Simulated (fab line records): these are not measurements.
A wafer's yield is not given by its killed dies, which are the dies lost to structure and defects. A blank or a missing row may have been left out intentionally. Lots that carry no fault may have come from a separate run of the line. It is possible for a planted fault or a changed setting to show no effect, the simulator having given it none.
Which tool was responsible? ; flow n5 finfet ; 24 lots, 72 wafers sampled, at 1 step of a route of 1938

## WHAT EACH GAUGE READ, for each wafer
N5_FIN_SAQP_INSPECT_18: inspects for defects (brightfield). Usual: raw defect count at 401, with a standard deviation of 97.
lot;measured;on;raw defect count;flag
L074;day 1 22:31;defect inspect-01;514 354 333;
L075;day 2 04:22;defect inspect-02;243 417 418;
L076;day 2 11:09;defect inspect-02;363 419 404;
L077;day 2 17:22;defect inspect-02;464 428 377;
L078;day 3 00:39;defect inspect-01;363 390 379;
L079;day 3 05:33;defect inspect-01;496 418 413;
L080;day 3 10:27;defect inspect-02;343 377 461;
L081;day 3 15:20;defect inspect-02;240 322 288;
L082;day 3 22:33;defect inspect-02;588 446 456;
L083;day 4 06:12;defect inspect-01;392 457 417;
L084;day 4 11:12;defect inspect-02;329 505 395;
L085;day 4 17:36;defect inspect-01;464 368 426;
L086;day 4 22:01;defect inspect-01;318 359 466;
L087;day 5 04:09;defect inspect-01;332 247 207;
L088;day 5 09:22;defect inspect-01;228 282 339;
L089;day 5 15:42;defect inspect-01;374 369 328;
L090;day 5 21:37;defect inspect-01;282 518 350;
L091;day 6 03:50;defect inspect-02;393 694 421;
L092;day 6 11:10;defect inspect-02;537 532 605;
L093;day 6 16:28;defect inspect-02;367 478 559;
L094;day 6 21:37;defect inspect-01;440 481 772;
L095;day 7 03:41;defect inspect-02;335 306 344;
L096;day 7 10:11;defect inspect-02;491 518 522;
L097;day 7 16:49;defect inspect-01;590 374 450;

## WHICH TOOL RAN EACH LOT (tool, then ch and the chambers of the sampled wafers, then the start)
The record shows no process step preceding these readings.

## AS READ BY THE TOOLS THEMSELVES (means over the sampled wafers that have a number; for cases with no such wafer, the mark the record gives instead)
The record holds no such reading with a usual standard deviation.

## THE ANSWER, worked out from the rows above alone
Rule: a lot counts as off when the mean over its wafers that have a number is more than 3 standard deviations away from the usual mean. A lot without any number at a reading at which 4 lots or more have one is off too. All remaining lots with rows at the step are treated as sound. Order of review: gauges by route order, followed by the tools' own readings, for which a lot's mean as printed above is used. At the first step where some lot is off, the reading lying furthest off is the one used; lots without a number count as furthest.
No lot is off at any reading shown: from this, nothing can be told.

## WHAT THE SIMULATOR HAD PUT IN
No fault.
